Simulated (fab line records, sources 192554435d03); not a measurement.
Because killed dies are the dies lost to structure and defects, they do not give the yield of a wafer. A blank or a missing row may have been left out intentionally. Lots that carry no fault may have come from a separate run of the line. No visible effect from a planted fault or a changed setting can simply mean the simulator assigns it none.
Tool commonality check	flow n5-finfet	9 lots and 27 wafers in the sample

WHY THIS WAS OPENED
On 4 of the 9 lots, a flag is raised at N5_BEOL_M4_CD_MEAS_11 on the reading cd-nm. Wafers without a fault read 16.79 nm, standard deviation 0.24.
Rule: flag the lot when none of its wafers has a number, or when each of its wafers that has one lies beyond 4 standard deviations from that mean. The other lots count as sound.

lot	measured	on	cd-nm (nm), wafer by wafer	flag
L498	day 11 01:30	cd-sem-03	16.52 16.60 16.15	
L500	day 11 06:31	cd-sem-01	16.79 17.00 16.46	
L503	day 11 22:52	cd-sem-02	16.66 16.77 16.92	
L504	day 12 05:40	cd-sem-02	11.27 11.21 11.24	FLAGGED
L505	day 12 12:46	cd-sem-03	12.71 12.92 12.97	FLAGGED
L508	day 13 10:08	cd-sem-01	13.76 13.63 14.15	FLAGGED
L509	day 13 13:22	cd-sem-02	14.35 13.90 14.53	FLAGGED
L510	day 13 18:11	cd-sem-01	16.56 16.52 16.88	
L511	day 14 05:38	cd-sem-02	16.59 16.68 16.64	
On average the flagged lots' numbers are 13.05 nm, which is -3.74 nm against the usual, or -16 standard deviations.

TOOL THAT RAN EACH LOT
Before the reading, the record contains 2 process steps out of a 1938-step route. In each cell: the tool, then ch and the chambers that the sampled wafers went through, then the start.
lot	flag	N5_BEOL_M3_DEP_57	N5_BEOL_M4_EXPOSE_08
L498		pecvd-04 ch 0,1, day 10 23:58	euv-scanner-01 ch 0, day 11 01:23
L500		pecvd-03 ch 0,2, day 11 05:19	euv-scanner-01 ch 0, day 11 06:23
L503		pecvd-03 ch 1,2, day 11 20:33	euv-scanner-01 ch 0, day 11 22:44
L504	FLAGGED	pecvd-03 ch 0,2, day 12 04:43	euv-scanner-01 ch 0, day 12 05:32
L505	FLAGGED	pecvd-03 ch 1,2, day 12 11:10	euv-scanner-01 ch 0, day 12 12:38
L508	FLAGGED	pecvd-03 ch 1,2, day 13 08:25	euv-scanner-01 ch 0, day 13 10:00
L509	FLAGGED	pecvd-03 ch 0,2, day 13 10:13	euv-scanner-01 ch 0, day 13 13:14
L510		pecvd-02 ch 0,1, day 13 15:03	euv-scanner-02 ch 0, day 13 18:04
L511		pecvd-04 ch 0,2, day 14 04:57	euv-scanner-02 ch 0, day 14 05:31
What is done by these steps:
- N5_BEOL_M3_DEP_57: deposits SiCN from 3MS/NH3, target thk 8 nm, time 14 s.
- N5_BEOL_M4_EXPOSE_08: exposes mask M4.
- N5_BEOL_M4_CD_MEAS_11: target cd 16.79 nm.

FLAGGED OVER TOTAL, TOOL BY TOOL (the gauges that took the reading come last)
step	tool	lots run	flagged	share of the flagged lots	sound lots run after its first flagged lot
N5_BEOL_M3_DEP_57	pecvd-02	1	0	none	-
N5_BEOL_M3_DEP_57	pecvd-03	6	4	all	0
N5_BEOL_M3_DEP_57	pecvd-04	2	0	none	-
N5_BEOL_M4_EXPOSE_08	euv-scanner-01	7	4	all	0
N5_BEOL_M4_EXPOSE_08	euv-scanner-02	2	0	none	-
N5_BEOL_M4_CD_MEAS_11	cd-sem-01	3	1	some	1 (L510)
N5_BEOL_M4_CD_MEAS_11	cd-sem-02	4	2	some	1 (L511)
N5_BEOL_M4_CD_MEAS_11	cd-sem-03	2	1	some	0

WHAT THE TABLE ALLOWS
pecvd-03 at N5_BEOL_M3_DEP_57 and euv-scanner-01 at N5_BEOL_M4_EXPOSE_08 are the 2 rows of the table that ran each flagged lot.
- pecvd-03 at N5_BEOL_M3_DEP_57: 4 of its 6 lots flagged. Its last sound lot is L503 (day 11 20:33), its first flagged lot L504 (day 12 04:43): a fault that began between those two fits.
- euv-scanner-01 at N5_BEOL_M4_EXPOSE_08: 4 of its 7 lots flagged. Its last sound lot is L503 (day 11 22:44), its first flagged lot L504 (day 12 05:32): a fault that began between those two fits. Its own readings lie more than 4 standard deviations out on every wafer of the flagged lots: exposure-dose-mJ-cm2.
Because each of these 2 tools fits a fault that began at some hour, counting lots does not separate them. More lots, or a look at what each step does to the wafer, might.

WHAT THE SIMULATOR PUT IN
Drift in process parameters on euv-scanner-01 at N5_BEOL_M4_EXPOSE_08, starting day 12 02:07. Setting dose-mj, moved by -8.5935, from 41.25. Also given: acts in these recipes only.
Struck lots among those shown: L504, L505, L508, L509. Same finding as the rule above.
